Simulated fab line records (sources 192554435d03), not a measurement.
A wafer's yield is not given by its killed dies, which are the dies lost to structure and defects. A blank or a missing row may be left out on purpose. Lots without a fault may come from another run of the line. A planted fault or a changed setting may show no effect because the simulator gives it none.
Matching of chambers | flow n5 finfet | N5_MOL_CONTACT_COAG_DESCUM_88 on rie diel-04: 4 sister chambers
The step chemistry O2, time 7 s. 4 wafers are shown with their chamber, then 7 later ones without.

## WAFERS PAIRED WITH THEIR CHAMBERS
wafer  | chamber | throttle valve pct (%)
L084.2 | 3       | 20.46
L084.5 | 0       | 20.07
L086.3 | 1       | 20.68
L086.4 | 2       | 20.23

## WAFERS WITHOUT THEIR CHAMBER
wafer  | throttle valve pct (%)
L086.6 | 20.08
L089.1 | 20.25
L089.3 | 20.72
L089.6 | 20.24
L092.2 | 20.48
L092.3 | 20.26
L092.5 | 20.48

## CHAMBER TAKEN BY EACH
wafer  | from the rows above | in truth
L086.6 | 0                   | 0
L089.1 | 2                   | 2
L089.3 | 1                   | 1
L089.6 | 2                   | 2
L092.2 | 3                   | 3
L092.3 | 2                   | 2
L092.5 | 3                   | 3
Correctly placed: 7 of 7. Left unplaced by these rows: 0. Number placed wrongly: 0.
How it was worked out, from the rows above alone: a wafer's distance from a chamber is the root of the sum, over the readings, of the square of ((its reading less the chamber's mean) divided by the reading's scatter). The wafer belongs to the nearest chamber; if the next one is less than 2 further off, it can't be placed. The mean given for a chamber averages the wafers shown for that chamber. The scatter (one wafer shown for each chamber): square how far every hidden wafer sits from the nearest shown wafer, average those squares and take the square root.
